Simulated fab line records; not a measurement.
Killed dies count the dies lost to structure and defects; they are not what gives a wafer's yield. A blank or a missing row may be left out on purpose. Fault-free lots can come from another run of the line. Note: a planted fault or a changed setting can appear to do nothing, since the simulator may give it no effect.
Chamber matching	flow nandHarc	NHARC_P_M1_DEP_33 on pecvd-02 has 3 sister chambers
The step deposits SiCN, target thk 30 nm. 6 wafers are shown with their chamber, then 7 later ones without.

== WAFERS, EACH WITH ITS CHAMBER ==
wafer	chamber	heaterPowerOuterW (W)	heaterPowerW (W)
L085.3	1	349	638
L085.6	0	418	709
L087.1	1	381	718
L087.3	0	417	747
L089.2	2	482	790
L089.5	2	490	813

== WAFERS WITHOUT THEIR CHAMBER ==
wafer	heaterPowerOuterW (W)	heaterPowerW (W)
L089.6	384	703
L093.1	383	681
L093.4	377	701
L093.6	375	681
L094.1	319	601
L094.4	335	609
L094.5	477	794

== THE CHAMBER EACH PASSED THROUGH ==
wafer	from the rows above	in truth
L089.6	can't be placed: 1 or 0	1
L093.1	can't be placed: 1 or 0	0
L093.4	1	1
L093.6	1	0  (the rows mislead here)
L094.1	1	1
L094.4	1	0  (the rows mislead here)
L094.5	2	2
Correct placement for 3 of the 7. Not placeable from these rows: 2 (in 2, the candidates include the true chamber). 2 placed wrongly.
How it was worked out, from the rows above alone: a wafer's distance from a chamber is the root of the sum, over the readings, of the square of ((its reading less the chamber's mean) divided by the reading's scatter). The wafer belongs to the nearest chamber; if the next one is less than 2 further off, it can't be placed. The mean given for a chamber averages the wafers shown for that chamber. The scatter: take each reading less its chamber's mean, square it, sum over the shown wafers, divide by the number of wafers less the number of chambers, and take the root.
